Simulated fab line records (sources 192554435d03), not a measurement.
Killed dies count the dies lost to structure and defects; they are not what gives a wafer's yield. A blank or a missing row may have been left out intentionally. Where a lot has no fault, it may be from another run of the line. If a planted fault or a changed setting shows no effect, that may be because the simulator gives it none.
Split-lot study || flow n5_finfet || 21 wafers read from 7 lots, route of 1938 steps

== ABOUT THE SPLIT ==
At N5_ILD0_PRECLEAN_10 (cleans in NF3:NH3, afs cycles 5, time 20 s, sublimation time 60 s), the setting time_s was moved away from the recipe's 20 s on 7 of the 21 wafers read, by -20.0% to +17.9%. The other wafers ran this setting at the recipe's value.

The split's own step is where the reading is taken.

== THE READING ==
SiO2_flowable_of_ILD0_FCVD_FILL_01.thk_nm (the simulator's own value, which no gauge read), in nm, at N5_ILD0_PRECLEAN_10 (cleans in NF3:NH3, afs cycles 5, time 20 s, sublimation time 60 s). There is no usual value for it anywhere in the file. The 14 wafers here that ran the recipe average 120.1 nm, standard deviation 1.4 nm.

{"wafer": "L074.4", "tool, chamber at the split": "remote_plasma-01, 0", "time_s as run, s": 20, "against the recipe": "recipe", "SiO2_flowable_of_ILD0_FCVD_FILL_01.thk_nm, nm": 118.6, "against lot-mates on the recipe": "-"}
{"wafer": "L074.5", "tool, chamber at the split": "remote_plasma-01, 0", "time_s as run, s": 20, "against the recipe": "recipe", "SiO2_flowable_of_ILD0_FCVD_FILL_01.thk_nm, nm": 117.8, "against lot-mates on the recipe": "-"}
{"wafer": "L074.6", "tool, chamber at the split": "remote_plasma-01, 0", "time_s as run, s": 21.51, "against the recipe": "+7.6%", "SiO2_flowable_of_ILD0_FCVD_FILL_01.thk_nm, nm": 118.4, "against lot-mates on the recipe": "+0.2"}
{"wafer": "L081.1", "tool, chamber at the split": "remote_plasma-02, 0", "time_s as run, s": 20, "against the recipe": "recipe", "SiO2_flowable_of_ILD0_FCVD_FILL_01.thk_nm, nm": 122.8, "against lot-mates on the recipe": "-"}
{"wafer": "L081.5", "tool, chamber at the split": "remote_plasma-02, 0", "time_s as run, s": 23.58, "against the recipe": "+17.9%", "SiO2_flowable_of_ILD0_FCVD_FILL_01.thk_nm, nm": 117.8, "against lot-mates on the recipe": -5.0}
{"wafer": "L081.6", "tool, chamber at the split": "remote_plasma-02, 0", "time_s as run, s": 23.58, "against the recipe": "+17.9%", "SiO2_flowable_of_ILD0_FCVD_FILL_01.thk_nm, nm": 118.6, "against lot-mates on the recipe": -4.2}
{"wafer": "L084.2", "tool, chamber at the split": "remote_plasma-02, 1", "time_s as run, s": 16, "against the recipe": "-20.0%", "SiO2_flowable_of_ILD0_FCVD_FILL_01.thk_nm, nm": 123.8, "against lot-mates on the recipe": "+4.6"}
{"wafer": "L084.4", "tool, chamber at the split": "remote_plasma-02, 1", "time_s as run, s": 16, "against the recipe": "-20.0%", "SiO2_flowable_of_ILD0_FCVD_FILL_01.thk_nm, nm": 122.4, "against lot-mates on the recipe": "+3.2"}
{"wafer": "L084.6", "tool, chamber at the split": "remote_plasma-02, 1", "time_s as run, s": 20, "against the recipe": "recipe", "SiO2_flowable_of_ILD0_FCVD_FILL_01.thk_nm, nm": 119.2, "against lot-mates on the recipe": "-"}
{"wafer": "L086.2", "tool, chamber at the split": "remote_plasma-02, 1", "time_s as run, s": 20, "against the recipe": "recipe", "SiO2_flowable_of_ILD0_FCVD_FILL_01.thk_nm, nm": 121.4, "against lot-mates on the recipe": "-"}
{"wafer": "L086.3", "tool, chamber at the split": "remote_plasma-02, 1", "time_s as run, s": 20, "against the recipe": "recipe", "SiO2_flowable_of_ILD0_FCVD_FILL_01.thk_nm, nm": 122.2, "against lot-mates on the recipe": "-"}
{"wafer": "L086.4", "tool, chamber at the split": "remote_plasma-02, 1", "time_s as run, s": 20, "against the recipe": "recipe", "SiO2_flowable_of_ILD0_FCVD_FILL_01.thk_nm, nm": 121.2, "against lot-mates on the recipe": "-"}
{"wafer": "L088.2", "tool, chamber at the split": "remote_plasma-02, 1", "time_s as run, s": 16.4, "against the recipe": "-18.0%", "SiO2_flowable_of_ILD0_FCVD_FILL_01.thk_nm, nm": 121.8, "against lot-mates on the recipe": "+2.4"}
{"wafer": "L088.4", "tool, chamber at the split": "remote_plasma-02, 1", "time_s as run, s": 20, "against the recipe": "recipe", "SiO2_flowable_of_ILD0_FCVD_FILL_01.thk_nm, nm": 119.4, "against lot-mates on the recipe": "-"}
{"wafer": "L088.6", "tool, chamber at the split": "remote_plasma-02, 1", "time_s as run, s": 16.4, "against the recipe": "-18.0%", "SiO2_flowable_of_ILD0_FCVD_FILL_01.thk_nm, nm": 122.4, "against lot-mates on the recipe": "+3.0"}
{"wafer": "L093.1", "tool, chamber at the split": "remote_plasma-02, 0", "time_s as run, s": 20, "against the recipe": "recipe", "SiO2_flowable_of_ILD0_FCVD_FILL_01.thk_nm, nm": 118.2, "against lot-mates on the recipe": "-"}
{"wafer": "L093.2", "tool, chamber at the split": "remote_plasma-02, 0", "time_s as run, s": 20, "against the recipe": "recipe", "SiO2_flowable_of_ILD0_FCVD_FILL_01.thk_nm, nm": 119.2, "against lot-mates on the recipe": "-"}
{"wafer": "L093.3", "tool, chamber at the split": "remote_plasma-02, 0", "time_s as run, s": 20, "against the recipe": "recipe", "SiO2_flowable_of_ILD0_FCVD_FILL_01.thk_nm, nm": 120.6, "against lot-mates on the recipe": "-"}
{"wafer": "L094.2", "tool, chamber at the split": "remote_plasma-02, 0", "time_s as run, s": 20, "against the recipe": "recipe", "SiO2_flowable_of_ILD0_FCVD_FILL_01.thk_nm, nm": 120.6, "against lot-mates on the recipe": "-"}
{"wafer": "L094.3", "tool, chamber at the split": "remote_plasma-02, 0", "time_s as run, s": 20, "against the recipe": "recipe", "SiO2_flowable_of_ILD0_FCVD_FILL_01.thk_nm, nm": 119.8, "against lot-mates on the recipe": "-"}
{"wafer": "L094.4", "tool, chamber at the split": "remote_plasma-02, 0", "time_s as run, s": 20, "against the recipe": "recipe", "SiO2_flowable_of_ILD0_FCVD_FILL_01.thk_nm, nm": 119.8, "against lot-mates on the recipe": "-"}

THE FIT
A straight line over all 21 wafers: SiO2_flowable_of_ILD0_FCVD_FILL_01.thk_nm changes by -0.127 nm for each +1% of time_s; r = -0.72; the points scatter about the line by 1.3 nm.
The same after taking each lot's own level away (the mean of its wafers on the recipe; 21 wafers): -0.196 nm for each +1%; r = -0.93; scatter 0.8 nm.
According to that fit, moving time_s by its largest amount changes the reading by 3.9 nm.
The lots' own levels span 118.20 to 122.80 nm, that is 3.2 times the standard deviation above.
So the lot-to-lot level blurs the effect unless lot-mates are compared.
Check: for one of the wafers moved furthest among these (-20.0%), held out of the fit, the line's prediction against its lot-mates is +3.6 nm. It came out at +4.6 nm against them.

== THE OTHER SPLITS THESE WAFERS WENT THROUGH ==
Other splits were also applied to these wafers ahead of the reading. Each is held against what the fit with the lots' levels taken away leaves over:
{"other split on the same wafers": "N5_FIN_CUT_COAT_19 time_s", "wafers away from the commonest value": 5, "r with SiO2_flowable_of_ILD0_FCVD_FILL_01.thk_nm (lot level and that fit taken away)": "+0.11"}
{"other split on the same wafers": "N5_DUMMY_GATE_COAT_28 spin_rpm", "wafers away from the commonest value": 8, "r with SiO2_flowable_of_ILD0_FCVD_FILL_01.thk_nm (lot level and that fit taken away)": -0.28}
{"other split on the same wafers": "N5_SD_EPI_P_EXPOSE_06 dose_mj", "wafers away from the commonest value": 7, "r with SiO2_flowable_of_ILD0_FCVD_FILL_01.thk_nm (lot level and that fit taken away)": "+0.49"}

== FILE'S OWN FIT ==
SiO2_flowable_of_ILD0_FCVD_FILL_01.thk_nm changes by -0.188 nm for each +1% of time_s, r = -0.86.
